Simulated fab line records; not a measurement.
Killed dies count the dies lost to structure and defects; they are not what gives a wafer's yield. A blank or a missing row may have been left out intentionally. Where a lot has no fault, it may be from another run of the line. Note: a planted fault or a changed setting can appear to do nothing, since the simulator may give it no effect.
Chamber matching / flow n5 finfet / N5_BEOL_M0_SAQP_SPACER2_ETCHBACK_27 on rie diel-03 has 4 sister chambers
The step etches SiO2 in CHF3/O2, target depth 22.5 nm, time 11.25 s. 8 wafers are shown with their chamber, then 10 later ones without.

== WAFERS WITH THEIR CHAMBER ==
wafer=L075.6; chamber=1; drypump motor current A (A)=5.9; showerhead plenum p Torr (Torr)=2.41
wafer=L076.2; chamber=1; drypump motor current A (A)=5.9; showerhead plenum p Torr (Torr)=2.40
wafer=L083.6; chamber=0; drypump motor current A (A)=5.5; showerhead plenum p Torr (Torr)=2.47
wafer=L091.2; chamber=0; drypump motor current A (A)=5.6; showerhead plenum p Torr (Torr)=2.47
wafer=L091.3; chamber=2; drypump motor current A (A)=5.2; showerhead plenum p Torr (Torr)=2.46
wafer=L091.6; chamber=3; drypump motor current A (A)=6.6; showerhead plenum p Torr (Torr)=2.33
wafer=L094.1; chamber=3; drypump motor current A (A)=6.6; showerhead plenum p Torr (Torr)=2.33
wafer=L094.2; chamber=2; drypump motor current A (A)=5.3; showerhead plenum p Torr (Torr)=2.45

== WAFERS WITHOUT THEIR CHAMBER ==
wafer=L094.4; drypump motor current A (A)=5.9; showerhead plenum p Torr (Torr)=2.39
wafer=L095.2; drypump motor current A (A)=5.3; showerhead plenum p Torr (Torr)=2.45
wafer=L095.4; drypump motor current A (A)=5.9; showerhead plenum p Torr (Torr)=2.39
wafer=L095.6; drypump motor current A (A)=5.3; showerhead plenum p Torr (Torr)=2.45
wafer=L097.4; drypump motor current A (A)=6.6; showerhead plenum p Torr (Torr)=2.33
wafer=L097.5; drypump motor current A (A)=5.9; showerhead plenum p Torr (Torr)=2.39
wafer=L097.6; drypump motor current A (A)=5.3; showerhead plenum p Torr (Torr)=2.45
wafer=L096.2; drypump motor current A (A)=5.5; showerhead plenum p Torr (Torr)=2.47
wafer=L096.3; drypump motor current A (A)=6.6; showerhead plenum p Torr (Torr)=2.32
wafer=L096.5; drypump motor current A (A)=5.9; showerhead plenum p Torr (Torr)=2.39

== THE CHAMBER EACH PASSED THROUGH ==
wafer=L094.4; from the rows above=1; in truth=1
wafer=L095.2; from the rows above=2; in truth=2
wafer=L095.4; from the rows above=1; in truth=1
wafer=L095.6; from the rows above=2; in truth=2
wafer=L097.4; from the rows above=3; in truth=3
wafer=L097.5; from the rows above=1; in truth=1
wafer=L097.6; from the rows above=2; in truth=2
wafer=L096.2; from the rows above=0; in truth=0
wafer=L096.3; from the rows above=3; in truth=3
wafer=L096.5; from the rows above=1; in truth=1
Placed correctly: 10 of 10. Can't be placed from these rows: 0. Wrongly placed: 0.
How it was worked out, from the rows above alone: a wafer's distance from a chamber is the root of the sum, over the readings, of the square of ((its reading less the chamber's mean) divided by the reading's scatter). If the next closest chamber is less than 2 further off than the closest, the wafer can't be placed; otherwise it belongs to the closest. Each chamber's mean is taken over the wafers shown for it. The scatter: take each reading less its chamber's mean, square it, sum over the shown wafers, divide by the number of wafers less the number of chambers, and take the root.
